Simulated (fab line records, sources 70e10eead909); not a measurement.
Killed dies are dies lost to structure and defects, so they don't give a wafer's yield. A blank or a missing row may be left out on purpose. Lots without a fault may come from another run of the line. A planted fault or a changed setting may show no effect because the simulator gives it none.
Which tool did it? | flow nand_harc | 24 lots, 72 wafers sampled, at 3 steps of a route of 1302

WHAT THE GAUGES READ, wafer by wafer
NHARC_A_BLC_OVL_MEAS_11. Usual: overlay_x_nm 0.0 nm, standard deviation 0.83; overlay_y_nm 0.2 nm, standard deviation 0.83.
lot  | measured     | on         | overlay_x_nm (nm) | overlay_y_nm (nm) | flag
L076 | day 23 02:19 | overlay-01 | 0.3 -0.4 -0.1     | -0.8 -1.0 -0.3    |
L074 | day 23 04:01 | overlay-01 | 0.6 0.2 -0.5      | 0.6 1.0 1.1       |
L075 | day 23 11:13 | overlay-01 | -1.7 -1.6 -1.7    | -0.7 -0.6 -0.1    |
L077 | day 24 04:28 | overlay-01 | -0.1 0.5 -0.6     | -0.4 0.3 -0.9     |
L078 | day 24 06:19 | overlay-01 | 0.8 1.4 1.3       | 0.0 0.8 0.1       |
L079 | day 24 10:26 | overlay-02 | 1.0 0.3 0.5       | 0.5 0.3 0.6       |
L082 | day 25 00:10 | overlay-01 | -0.4 -0.3 -0.2    | -0.4 0.1 -0.5     |
L080 | day 25 03:18 | overlay-01 | 0.2 -0.2 -0.8     | 0.5 0.3 0.0       |
L081 | day 25 04:54 | overlay-02 | -0.4 -0.5 -0.4    | 1.1 1.5 1.0       |
L083 | day 26 13:41 | overlay-01 | 1.4 1.7 1.5       | 0.3 0.5 0.2       |
L084 | day 27 01:23 | overlay-01 | -0.4 -0.7 -0.7    | 1.0 0.5 0.5       |
L086 | day 27 11:49 | overlay-02 | 0.1 0.1 -0.2      | 1.7 1.8 2.0       |
L085 | day 27 14:56 | overlay-01 | 0.5 0.5 1.0       | 0.3 -0.2 -0.5     |
L087 | day 28 10:35 | overlay-02 | -0.4 -1.1 -1.3    | 0.0 -1.0 -0.3     |
L089 | day 28 18:02 | overlay-02 | 0.1 0.2 0.9       | 1.1 2.0 1.2       |
L088 | day 29 01:33 | overlay-01 | -0.1 -0.2 -0.9    | -1.3 -1.4 -1.4    |
L090 | day 30 07:27 | overlay-02 | -0.9 -0.9 -0.4    | 0.1 -0.4 -0.2     |
L091 | day 30 17:29 | overlay-02 | -0.4 -0.5 -0.4    | -1.2 -0.2 -0.5    |
L092 | day 30 19:06 | overlay-02 | -0.8 -0.9 -1.2    | -1.2 -1.7 -1.1    |
L093 | day 30 23:50 | overlay-02 | 0.2 0.2 0.5       | 0.3 0.3 -0.3      |
L094 | day 31 03:50 | overlay-01 | 1.0 1.1 0.9       | 0.3 -0.2 0.4      |
L095 | day 31 09:05 | overlay-02 | 0.6 0.1 0.7       | 0.8 1.2 0.9       |
L096 | day 31 09:58 | overlay-01 | -0.8 -0.2 -0.6    | 1.0 0.1 0.9       |
L097 | day 31 23:11 | overlay-02 | 1.4 1.9 1.4       | 0.8 1.1 0.8       |

WHICH TOOL RAN EACH LOT (tool, then ch and the chambers of the sampled wafers, then the start)
lot  | NHARC_A_CONTACT_ETCH_137             | NHARC_A_CONTACT_ETCH_139
L076 | har_cap_etch-02 ch 0,1, day 22 22:00 | har_cap_etch-02 ch 0,1, day 22 22:33
L074 | har_cap_etch-01 ch 1, day 22 23:23   | har_cap_etch-01 ch 1, day 23 00:06
L075 | har_cap_etch-01 ch 0,1, day 23 06:07 | har_cap_etch-01 ch 0,1, day 23 06:50
L077 | har_cap_etch-02 ch 1, day 24 00:02   | har_cap_etch-02 ch 1, day 24 00:35
L078 | har_cap_etch-02 ch 0,1, day 24 02:03 | har_cap_etch-02 ch 0,1, day 24 02:36
L079 | har_cap_etch-01 ch 0,1, day 24 05:26 | har_cap_etch-01 ch 0,1, day 24 05:58
L082 | har_cap_etch-01 ch 0,1, day 24 19:44 | har_cap_etch-01 ch 0,1, day 24 20:17
L080 | har_cap_etch-03 ch 0,1, day 24 22:55 | har_cap_etch-03 ch 0,1, day 24 23:26
L081 | har_cap_etch-02 ch 1, day 25 00:41   | har_cap_etch-02 ch 1, day 25 01:13
L083 | har_cap_etch-01 ch 1, day 26 09:19   | har_cap_etch-01 ch 1, day 26 09:52
L084 | har_cap_etch-02 ch 1, day 26 21:11   | har_cap_etch-02 ch 1, day 26 21:43
L086 | har_cap_etch-02 ch 0,1, day 27 07:29 | har_cap_etch-02 ch 0,1, day 27 08:02
L085 | har_cap_etch-01 ch 0,1, day 27 10:37 | har_cap_etch-01 ch 0,1, day 27 11:10
L087 | har_cap_etch-01 ch 0, day 28 06:10   | har_cap_etch-01 ch 0, day 28 06:43
L089 | har_cap_etch-01 ch 0,1, day 28 13:41 | har_cap_etch-01 ch 0,1, day 28 14:13
L088 | har_cap_etch-02 ch 0,1, day 28 21:13 | har_cap_etch-02 ch 0,1, day 28 21:46
L090 | har_cap_etch-01 ch 1, day 30 03:16   | har_cap_etch-01 ch 1, day 30 03:49
L091 | har_cap_etch-03 ch 0,1, day 30 13:08 | har_cap_etch-03 ch 0,1, day 30 13:41
L092 | har_cap_etch-02 ch 0,1, day 30 14:57 | har_cap_etch-02 ch 0,1, day 30 15:29
L093 | har_cap_etch-01 ch 1, day 30 18:32   | har_cap_etch-01 ch 1, day 30 19:04
L094 | har_cap_etch-03 ch 0,1, day 30 23:25 | har_cap_etch-03 ch 0,1, day 30 23:58
L095 | har_cap_etch-02 ch 0,1, day 31 04:54 | har_cap_etch-02 ch 0,1, day 31 05:26
L096 | har_cap_etch-03 ch 0,1, day 31 05:22 | har_cap_etch-03 ch 0,1, day 31 05:54
L097 | har_cap_etch-03 ch 0,1, day 31 18:49 | har_cap_etch-03 ch 0,1, day 31 19:22
- NHARC_A_CONTACT_ETCH_137: etches the open film in C4F8/O2/Ar, time 311 s, target depth 1912 nm.
- NHARC_A_CONTACT_ETCH_139: etches the open film in C4F8/O2/Ar, time 195 s, target depth 840 nm.

WHAT THE TOOLS THEMSELVES READ (means of the sampled wafers that have a number; where no wafer has one, the mark that the record gives instead)
The record holds no such reading with a usual standard deviation.

THE ANSWER, worked out from the rows above alone
Rule: a lot is off if the mean of its wafers that have a number lies more than 3 standard deviations from the usual mean. A lot without any number at a reading at which 4 lots or more have one is off too. The other lots that the step has rows for count as sound. The gauges are gone through in route order, then the tools' own readings, and for those a lot's mean is taken as printed above. The first step at which some lot is off is used, and at that step the reading that is off furthest; a lot without a number counts as furthest.
No lot is off at any reading shown: from this, nothing can be told.

WHAT THE SIMULATOR HAD PUT IN
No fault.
